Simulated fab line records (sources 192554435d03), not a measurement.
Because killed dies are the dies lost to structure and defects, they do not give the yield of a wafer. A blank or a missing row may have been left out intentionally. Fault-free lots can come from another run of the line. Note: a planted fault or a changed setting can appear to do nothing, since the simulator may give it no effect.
The tool behind it: which one? | flow n5Finfet | Sampling: 24 lots, 72 wafers, 6 of 1938 route steps

== WHAT EACH GAUGE READ, for each wafer ==
N5_BEOL_M12_INSPECT_12: inspects for defects (macro). Usual: 2.0 for rawDefectCount, sd 1.5.
lot  | measured     | on               | rawDefectCount | flag
L074 | day 10 19:02 | defectInspect-01 | 7 1 3          | 
L076 | day 11 02:01 | defectInspect-01 | 0 2 5          | 
L077 | day 11 02:16 | defectInspect-01 | 0 1 2          | 
L075 | day 11 05:35 | defectInspect-02 | 1 3 0          | 
L078 | day 11 10:28 | defectInspect-02 | 2 7 3          | 
L079 | day 11 10:36 | defectInspect-02 | 2 0 0          | 
L080 | day 12 09:31 | defectInspect-02 | 3 3 2          | 
L081 | day 12 11:06 | defectInspect-02 | 3 4 5          | 
L082 | day 12 12:34 | defectInspect-01 | 4 2 1          | 
L083 | day 12 22:16 | defectInspect-01 | 0 2 5          | 
L084 | day 13 02:02 | defectInspect-01 | 1 2 4          | 
L086 | day 13 10:13 | defectInspect-01 | 1 2 3          | 
L085 | day 13 10:47 | defectInspect-01 | 4 0 3          | 
L087 | day 13 18:35 | defectInspect-01 | 1 5 0          | 
L088 | day 13 19:29 | defectInspect-02 | 0 3 1          | 
L089 | day 14 05:39 | defectInspect-01 | 1 2 1          | 
L091 | day 14 23:26 | defectInspect-02 | 0 2 1          | 
L090 | day 15 01:58 | defectInspect-01 | 4 1 1          | 
L092 | day 15 08:27 | defectInspect-01 | 0 0 0          | 
L094 | day 15 10:38 | defectInspect-01 | 4 0 2          | 
L093 | day 15 10:43 | defectInspect-01 | 4 2 4          | 
L096 | day 16 02:38 | defectInspect-02 | 1 2 2          | 
L095 | day 16 11:54 | defectInspect-01 | 2 3 2          | 
L097 | day 16 12:13 | defectInspect-01 | 2 1 2          | 

N5_BEOL_M13_INSPECT_30: inspects for defects (macro). Usual: 2.0 for rawDefectCount, sd 1.5.
lot  | measured     | on               | rawDefectCount | flag
L074 | day 11 00:16 | defectInspect-02 | 1 1 1          | 
L076 | day 11 08:15 | defectInspect-01 | 2 1 0          | 
L077 | day 11 11:50 | defectInspect-02 | 1 2 7          | 
L075 | day 11 12:47 | defectInspect-01 | 3 0 2          | 
L078 | day 11 18:04 | defectInspect-01 | 1 1 1          | 
L079 | day 11 21:21 | defectInspect-02 | 2 2 2          | 
L080 | day 12 16:17 | defectInspect-01 | 4 3 1          | 
L081 | day 12 18:32 | defectInspect-02 | 3 2 2          | 
L082 | day 12 19:16 | defectInspect-02 | 3 0 2          | 
L083 | day 13 04:52 | defectInspect-01 | 2 1 3          | 
L084 | day 13 10:51 | defectInspect-02 | 0 0 4          | 
L086 | day 13 18:03 | defectInspect-01 | 2 1 1          | 
L085 | day 13 19:43 | defectInspect-02 | 2 2 4          | 
L087 | day 14 00:55 | defectInspect-02 | 2 0 2          | 
L088 | day 14 01:48 | defectInspect-01 | 0 0 4          | 
L089 | day 14 11:46 | defectInspect-02 | 5 1 4          | 
L091 | day 15 09:18 | defectInspect-02 | 4 2 1          | 
L090 | day 15 09:28 | defectInspect-01 | 4 2 2          | 
L092 | day 15 17:26 | defectInspect-01 | 3 1 2          | 
L094 | day 15 19:45 | defectInspect-02 | 3 1 0          | 
L093 | day 15 19:49 | defectInspect-01 | 2 3 0          | 
L096 | day 16 08:59 | defectInspect-01 | 1 4 1          | 
L095 | day 16 20:47 | defectInspect-01 | 3 3 3          | 
L097 | day 16 22:05 | defectInspect-01 | 2 3 2          | 

== WHAT TOOL EACH LOT RAN ON (gives the tool, then ch and the chambers of the sampled wafers, and finally the start) ==
lot  | N5_BEOL_M12_VIA_ETCH_16           | N5_BEOL_M12_SPUTTER_45      | N5_BEOL_M12_ANNEAL_48           | N5_BEOL_M13_ILD_DEP_00
L074 | rieDiel-06 ch 0,2,3, day 10 19:13 | pvdSputter-02, day 10 21:35 | rtpAnneal-02 ch 0, day 10 21:54 | pecvd-03 ch 0,1,2, day 10 22:41
L076 | rieDiel-06 ch 0,2,3, day 11 02:08 | pvdSputter-01, day 11 04:51 | rtpAnneal-02 ch 0, day 11 05:47 | pecvd-03 ch 1,2, day 11 06:35
L077 | rieDiel-04 ch 1,2, day 11 02:23   | pvdSputter-01, day 11 08:59 | rtpAnneal-02 ch 0, day 11 09:15 | pecvd-02 ch 0,1,2, day 11 10:02
L075 | rieDiel-01 ch 0,1,3, day 11 05:42 | pvdSputter-03, day 11 09:16 | rtpAnneal-02 ch 0, day 11 09:47 | pecvd-02 ch 1,2, day 11 10:34
L078 | rieDiel-01 ch 0,1,2, day 11 10:35 | pvdSputter-01, day 11 15:25 | rtpAnneal-01 ch 0, day 11 15:40 | pecvd-01 ch 0,1,2, day 11 16:27
L079 | rieDiel-04 ch 1,2,3, day 11 10:44 | pvdSputter-01, day 11 17:55 | rtpAnneal-02 ch 0, day 11 18:27 | pecvd-02 ch 0,1,2, day 11 19:22
L080 | rieDiel-01 ch 0,1,2, day 12 09:41 | pvdSputter-03, day 12 13:40 | rtpAnneal-02 ch 0, day 12 13:58 | pecvd-03 ch 0,1, day 12 14:43
L081 | rieDiel-01 ch 0,2,3, day 12 11:13 | pvdSputter-01, day 12 15:55 | rtpAnneal-02 ch 0, day 12 16:11 | pecvd-03 ch 0,1,2, day 12 16:58
L082 | rieDiel-04 ch 0,1,3, day 12 12:41 | pvdSputter-03, day 12 16:31 | rtpAnneal-02 ch 0, day 12 16:57 | pecvd-03 ch 0,1, day 12 17:41
L083 | rieDiel-01 ch 1,2,3, day 12 22:25 | pvdSputter-01, day 13 02:14 | rtpAnneal-02 ch 0, day 13 02:31 | pecvd-01 ch 0,1,2, day 13 03:17
L084 | rieDiel-04 ch 0,2,3, day 13 02:10 | pvdSputter-01, day 13 08:08 | rtpAnneal-01 ch 0, day 13 08:23 | pecvd-02 ch 0,1, day 13 09:12
L086 | rieDiel-01 ch 0,1,2, day 13 10:20 | pvdSputter-02, day 13 15:10 | rtpAnneal-02 ch 0, day 13 15:52 | pecvd-02 ch 0,2, day 13 16:35
L085 | rieDiel-06 ch 0,2, day 13 11:09   | pvdSputter-01, day 13 15:17 | rtpAnneal-02 ch 0, day 13 16:59 | pecvd-03 ch 0,1,2, day 13 17:40
L087 | rieDiel-06 ch 0,2, day 13 18:43   | pvdSputter-02, day 13 20:44 | rtpAnneal-01 ch 0, day 13 21:20 | pecvd-01 ch 1,2, day 13 22:02
L088 | rieDiel-01 ch 0,1,2, day 13 19:40 | pvdSputter-02, day 13 23:09 | rtpAnneal-02 ch 0, day 13 23:26 | pecvd-03 ch 0,1,2, day 14 00:12
L089 | rieDiel-06 ch 0,1,2, day 14 05:55 | pvdSputter-02, day 14 08:50 | rtpAnneal-01 ch 0, day 14 09:06 | pecvd-02 ch 0, day 14 10:07
L091 | rieDiel-06 ch 1,2, day 14 23:45   | pvdSputter-02, day 15 06:17 | rtpAnneal-02 ch 0, day 15 06:33 | pecvd-03 ch 1,2, day 15 07:20
L090 | rieDiel-04 ch 0,1,2, day 15 02:05 | pvdSputter-03, day 15 06:38 | rtpAnneal-02 ch 0, day 15 06:55 | pecvd-01 ch 1,2, day 15 07:41
L092 | rieDiel-01 ch 0,2,3, day 15 08:35 | pvdSputter-02, day 15 14:38 | rtpAnneal-02 ch 0, day 15 14:54 | pecvd-02 ch 0,1,2, day 15 15:41
L094 | rieDiel-06 ch 2,3, day 15 10:46   | pvdSputter-02, day 15 16:56 | rtpAnneal-01 ch 0, day 15 17:15 | pecvd-03 ch 0,2, day 15 17:59
L093 | rieDiel-04 ch 0,1, day 15 10:50   | pvdSputter-01, day 15 17:15 | rtpAnneal-01 ch 0, day 15 17:31 | pecvd-01 ch 0,1,2, day 15 18:18
L096 | rieDiel-04 ch 0,2, day 16 02:47   | pvdSputter-03, day 16 06:22 | rtpAnneal-01 ch 0, day 16 06:40 | pecvd-01 ch 0,1,2, day 16 07:25
L095 | rieDiel-01 ch 0,1,3, day 16 12:01 | pvdSputter-03, day 16 18:06 | rtpAnneal-02 ch 0, day 16 18:31 | pecvd-03 ch 1,2, day 16 19:18
L097 | rieDiel-01 ch 2,3, day 16 12:21   | pvdSputter-01, day 16 18:20 | rtpAnneal-01 ch 0, day 16 19:28 | pecvd-02 ch 0,2, day 16 20:11
- N5_BEOL_M12_VIA_ETCH_16: etches SiOC in C4F8/O2/Ar, target depth 724.8 nm.
- N5_BEOL_M12_SPUTTER_45: material Cu, target thk 80 nm, time 13.33 s.
- N5_BEOL_M12_ANNEAL_48: time 90 s.
- N5_BEOL_M13_ILD_DEP_00: deposits SiOC from DEMS/O2, target thk 837.92 nm, time 166.4 s.

== WHAT THE TOOLS THEMSELVES READ (means of the sampled wafers that have a number; where no wafer has one, the mark that the record gives instead) ==
N5_BEOL_M12_VIA_ETCH_16. Usual: biasW is 700.1 W with standard deviation 2.1, chamberPressureMTorr is 30.000 mTorr with standard deviation 0.029, drypumpMotorCurrentA is 5.6 A with standard deviation 0.51, oesProductAu is 0.73 a.u. with standard deviation 0.076, rfVppV is 665.6 V with standard deviation 2.7, showerheadPlenumPTorr is 3.42 Torr with standard deviation 0.091, and throttleValvePct is 24.18 % with standard deviation 0.19.
lot  | tool       | biasW (W) | chamberPressureMTorr (mTorr) | drypumpMotorCurrentA (A) | oesProductAu (a.u.) | rfVppV (V) | showerheadPlenumPTorr (Torr) | throttleValvePct (%) | flag
L074 | rieDiel-06 | 701.8     | 30.031                       | 5.9                      | 0.72                | 666.7      | 3.47                         | 24.23                | 
L076 | rieDiel-06 | 698.3     | 29.997                       | 5.9                      | 0.71                | 667.1      | 3.47                         | 24.23                | 
L077 | rieDiel-04 | 700.5     | 30.014                       | 6.2                      | 0.75                | 668.3      | 3.53                         | 24.19                | 
L075 | rieDiel-01 | 701.9     | 30.005                       | 5.4                      | 0.79                | 665.5      | 3.43                         | 24.16                | 
L078 | rieDiel-01 | 697.6     | 29.993                       | 5.3                      | 0.74                | 666.1      | 3.41                         | 24.17                | 
L079 | rieDiel-04 | 699.4     | 30.015                       | 5.9                      | 0.69                | 664.4      | 3.41                         | 24.10                | 
L080 | rieDiel-01 | 701.5     | 30.023                       | 5.3                      | 0.74                | 665.4      | 3.40                         | 24.19                | 
L081 | rieDiel-01 | 699.2     | 30.019                       | 5.5                      | 0.74                | 666.2      | 3.44                         | 24.23                | 
L082 | rieDiel-04 | 701.0     | 30.016                       | 5.6                      | 0.68                | 662.8      | 3.32                         | 24.15                | 
L083 | rieDiel-01 | 699.2     | 29.991                       | 5.4                      | 0.72                | 662.8      | 3.39                         | 24.05                | 
L084 | rieDiel-04 | 699.9     | 29.987                       | 6.0                      | 0.73                | 665.1      | 3.41                         | 24.20                | 
L086 | rieDiel-01 | 699.7     | 29.983                       | 5.2                      | 0.71                | 665.9      | 3.40                         | 24.19                | 
L085 | rieDiel-06 | 702.0     | 30.008                       | 5.4                      | 0.74                | 664.9      | 3.41                         | 24.23                | 
L087 | rieDiel-06 | 700.6     | 29.984                       | 5.5                      | 0.68                | 667.4      | 3.46                         | 24.29                | 
L088 | rieDiel-01 | 699.2     | 29.999                       | 5.3                      | 0.71                | 664.8      | 3.40                         | 24.19                | 
L089 | rieDiel-06 | 699.5     | 29.980                       | 5.4                      | 0.75                | 664.8      | 3.41                         | 24.14                | 
L091 | rieDiel-06 | 701.0     | 30.017                       | 5.4                      | 0.78                | 664.0      | 3.35                         | 24.09                | 
L090 | rieDiel-04 | 699.5     | 29.986                       | 5.9                      | 0.78                | 665.9      | 3.44                         | 24.17                | 
L092 | rieDiel-01 | 698.7     | 30.000                       | 5.6                      | 0.70                | 666.6      | 3.43                         | 24.25                | 
L094 | rieDiel-06 | 702.9     | 30.025                       | 5.9                      | 0.71                | 665.1      | 3.39                         | 24.23                | 
L093 | rieDiel-04 | 696.6     | 29.999                       | 5.6                      | 0.81                | 663.7      | 3.35                         | 24.04                | 
L096 | rieDiel-04 | 701.6     | 29.984                       | 5.9                      | 0.76                | 665.4      | 3.43                         | 24.38                | 
L095 | rieDiel-01 | 698.9     | 29.967                       | 5.3                      | 0.74                | 665.5      | 3.40                         | 24.19                | 
L097 | rieDiel-01 | 698.7     | 30.021                       | 5.7                      | 0.69                | 665.7      | 3.41                         | 24.14                | 

N5_BEOL_M12_SPUTTER_45. Usual: 30.0 % for throttleValvePct, sd 1.
lot  | tool          | throttleValvePct (%) | flag
L074 | pvdSputter-02 | 30.3                 | 
L076 | pvdSputter-01 | 30.2                 | 
L077 | pvdSputter-01 | 30.8                 | 
L075 | pvdSputter-03 | 29.8                 | 
L078 | pvdSputter-01 | 29.8                 | 
L079 | pvdSputter-01 | 30.1                 | 
L080 | pvdSputter-03 | 29.4                 | 
L081 | pvdSputter-01 | 29.8                 | 
L082 | pvdSputter-03 | 29.2                 | 
L083 | pvdSputter-01 | 30.5                 | 
L084 | pvdSputter-01 | 30.5                 | 
L086 | pvdSputter-02 | 29.4                 | 
L085 | pvdSputter-01 | 30.1                 | 
L087 | pvdSputter-02 | 30.4                 | 
L088 | pvdSputter-02 | 30.2                 | 
L089 | pvdSputter-02 | 30.6                 | 
L091 | pvdSputter-02 | 30.7                 | 
L090 | pvdSputter-03 | 29.7                 | 
L092 | pvdSputter-02 | 29.3                 | 
L094 | pvdSputter-02 | 30.4                 | 
L093 | pvdSputter-01 | 30.4                 | 
L096 | pvdSputter-03 | 29.6                 | 
L095 | pvdSputter-03 | 29.7                 | 
L097 | pvdSputter-01 | 30.1                 | 

N5_BEOL_M12_ANNEAL_48. Usual: annealTempC 225.01 C, standard deviation 0.17; wafer_temp_C_max 226.26, standard deviation 0.29.
lot  | tool         | annealTempC (C) | wafer_temp_C_max | flag
L074 | rtpAnneal-02 | 225.02          | 226.26           | 
L076 | rtpAnneal-02 | 224.89          | 225.90           | 
L077 | rtpAnneal-02 | 225.12          | 226.17           | 
L075 | rtpAnneal-02 | 224.84          | 226.17           | 
L078 | rtpAnneal-01 | 224.93          | 226.27           | 
L079 | rtpAnneal-02 | 225.01          | 226.01           | 
L080 | rtpAnneal-02 | 225.24          | 226.44           | 
L081 | rtpAnneal-02 | 224.86          | 226.65           | 
L082 | rtpAnneal-02 | 224.89          | 226.55           | 
L083 | rtpAnneal-02 | 225.16          | 226.37           | 
L084 | rtpAnneal-01 | 225.18          | 226.48           | 
L086 | rtpAnneal-02 | 225.08          | 226.04           | 
L085 | rtpAnneal-02 | 224.83          | 226.24           | 
L087 | rtpAnneal-01 | 224.98          | 226.06           | 
L088 | rtpAnneal-02 | 225.09          | 226.25           | 
L089 | rtpAnneal-01 | 224.99          | 226.27           | 
L091 | rtpAnneal-02 | 224.93          | 226.25           | 
L090 | rtpAnneal-02 | 225.08          | 226.20           | 
L092 | rtpAnneal-02 | 225.12          | 226.27           | 
L094 | rtpAnneal-01 | 224.86          | 226.54           | 
L093 | rtpAnneal-01 | 225.17          | 225.99           | 
L096 | rtpAnneal-01 | 224.98          | 226.11           | 
L095 | rtpAnneal-02 | 224.99          | 226.60           | 
L097 | rtpAnneal-01 | 225.05          | 226.05           | 

N5_BEOL_M13_ILD_DEP_00. Usual: heaterPowerW 524 W, standard deviation 78; showerheadPlenumPTorr 5.696 Torr, standard deviation 0.013; showerheadVppV 1396 V, standard deviation 90; throttleValvePct 11.8 %, standard deviation 0.71.
lot  | tool     | heaterPowerW (W) | showerheadPlenumPTorr (Torr) | showerheadVppV (V) | throttleValvePct (%) | flag
L074 | pecvd-03 | 593              | 5.695                        | 1367               | 11.7                 | 
L076 | pecvd-03 | 590              | 5.692                        | 1466               | 12.1                 | 
L077 | pecvd-02 | 526              | 5.683                        | 1407               | 12.1                 | 
L075 | pecvd-02 | 598              | 5.687                        | 1417               | 11.3                 | 
L078 | pecvd-01 | 465              | 5.706                        | 1400               | 11.6                 | 
L079 | pecvd-02 | 522              | 5.682                        | 1421               | 12.1                 | 
L080 | pecvd-03 | 560              | 5.685                        | 1419               | 11.3                 | 
L081 | pecvd-03 | 537              | 5.695                        | 1378               | 11.7                 | 
L082 | pecvd-03 | 583              | 5.698                        | 1465               | 11.6                 | 
L083 | pecvd-01 | 465              | 5.707                        | 1401               | 11.7                 | 
L084 | pecvd-02 | 477              | 5.693                        | 1415               | 12.7                 | 
L086 | pecvd-02 | 559              | 5.676                        | 1457               | 11.5                 | 
L085 | pecvd-03 | 587              | 5.700                        | 1381               | 11.8                 | 
L087 | pecvd-01 | 470              | 5.707                        | 1381               | 11.8                 | 
L088 | pecvd-03 | 578              | 5.696                        | 1378               | 11.7                 | 
L089 | pecvd-02 | 436              | 5.685                        | 1478               | 12.7                 | 
L091 | pecvd-03 | 605              | 5.703                        | 1375               | 12.2                 | 
L090 | pecvd-01 | 464              | 5.700                        | 1377               | 11.9                 | 
L092 | pecvd-02 | 528              | 5.695                        | 1410               | 12.2                 | 
L094 | pecvd-03 | 544              | 5.700                        | 1296               | 11.4                 | 
L093 | pecvd-01 | 482              | 5.716                        | 1403               | 11.7                 | 
L096 | pecvd-01 | 409              | 5.713                        | 1406               | 11.7                 | 
L095 | pecvd-03 | 611              | 5.703                        | 1458               | 12.1                 | 
L097 | pecvd-02 | 537              | 5.682                        | 1457               | 11.6                 | 

== THE ANSWER, worked out from the rows above alone ==
Rule: a lot counts as off when the mean over its wafers that have a number is more than 3 standard deviations away from the usual mean. Also off: a lot with no number at a reading for which 4 or more lots have one. All remaining lots with rows at the step are treated as sound. Order of review: gauges by route order, followed by the tools' own readings, for which a lot's mean as printed above is used. At the first step where some lot is off, the reading lying furthest off is the one used; lots without a number count as furthest.
Across all readings shown, no lot is off: no conclusion can be drawn from this.

== WHAT THE SIMULATOR PUT IN ==
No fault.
